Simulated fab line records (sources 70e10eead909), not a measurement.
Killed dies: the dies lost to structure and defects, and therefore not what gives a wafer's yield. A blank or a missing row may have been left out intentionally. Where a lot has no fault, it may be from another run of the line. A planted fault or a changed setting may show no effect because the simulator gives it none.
Chamber matching + flow nand_harc + NHARC_A_WL_FILL_CMP_12 on cmp-02: 4 sister chambers
The step polishes, t overpolish 30 s, target thk 100 nm. 8 wafers are shown with their chamber, then 8 later ones without.

## WAFERS, EACH WITH ITS CHAMBER
| wafer  | chamber | motor_current_A (A) | time_to_endpoint_s (s) |
|--------|---------|---------------------|------------------------|
| L074.1 | 2       | 11.1                | 22.7                   |
| L078.1 | 3       | 12.0                | 24.3                   |
| L078.4 | 1       | 13.8                | 19.9                   |
| L078.5 | 2       | 11.7                | 24.4                   |
| L081.1 | 3       | 13.8                | 26.1                   |
| L081.2 | 1       | 14.0                | 21.5                   |
| L081.5 | 0       | 11.1                | 21.8                   |
| L090.1 | 0       | 10.8                | 20.5                   |

## WAFERS WHOSE CHAMBER IS MISSING
| wafer  | motor_current_A (A) | time_to_endpoint_s (s) |
|--------|---------------------|------------------------|
| L090.2 | 12.5                | 21.6                   |
| L090.4 | 13.1                | 15.9                   |
| L093.4 | 11.9                | 24.8                   |
| L093.5 | 11.9                | 23.9                   |
| L093.6 | 12.5                | 24.5                   |
| L095.1 | 13.5                | 16.5                   |
| L095.3 | 11.5                | 23.3                   |
| L095.4 | 10.8                | 19.3                   |

## THE CHAMBER EACH PASSED THROUGH
| wafer  | from the rows above               | in truth |
|--------|-----------------------------------|----------|
| L090.2 | can't be placed: 1 or 0 or 2 or 3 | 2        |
| L090.4 | can't be placed: 1 or 0           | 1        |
| L093.4 | can't be placed: 2 or 3           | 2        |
| L093.5 | can't be placed: 2 or 3 or 0      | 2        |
| L093.6 | can't be placed: 3 or 2           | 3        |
| L095.1 | can't be placed: 1 or 0           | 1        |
| L095.3 | can't be placed: 2 or 0           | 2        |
| L095.4 | 0                                 | 0        |
1 of 8 placed correctly. These rows do not allow placing 7 (true chamber among the candidates in 7). Placed wrongly: 0.
How it was worked out, from the rows above alone: a wafer's distance from a chamber is the root of the sum, over the readings, of the square of ((its reading less the chamber's mean) divided by the reading's scatter). If the next closest chamber is less than 2 further off than the closest, the wafer can't be placed; otherwise it belongs to the closest. A chamber's mean is the mean of its shown wafers. The scatter: take each reading less its chamber's mean, square it, sum over the shown wafers, divide by the number of wafers less the number of chambers, and take the root.
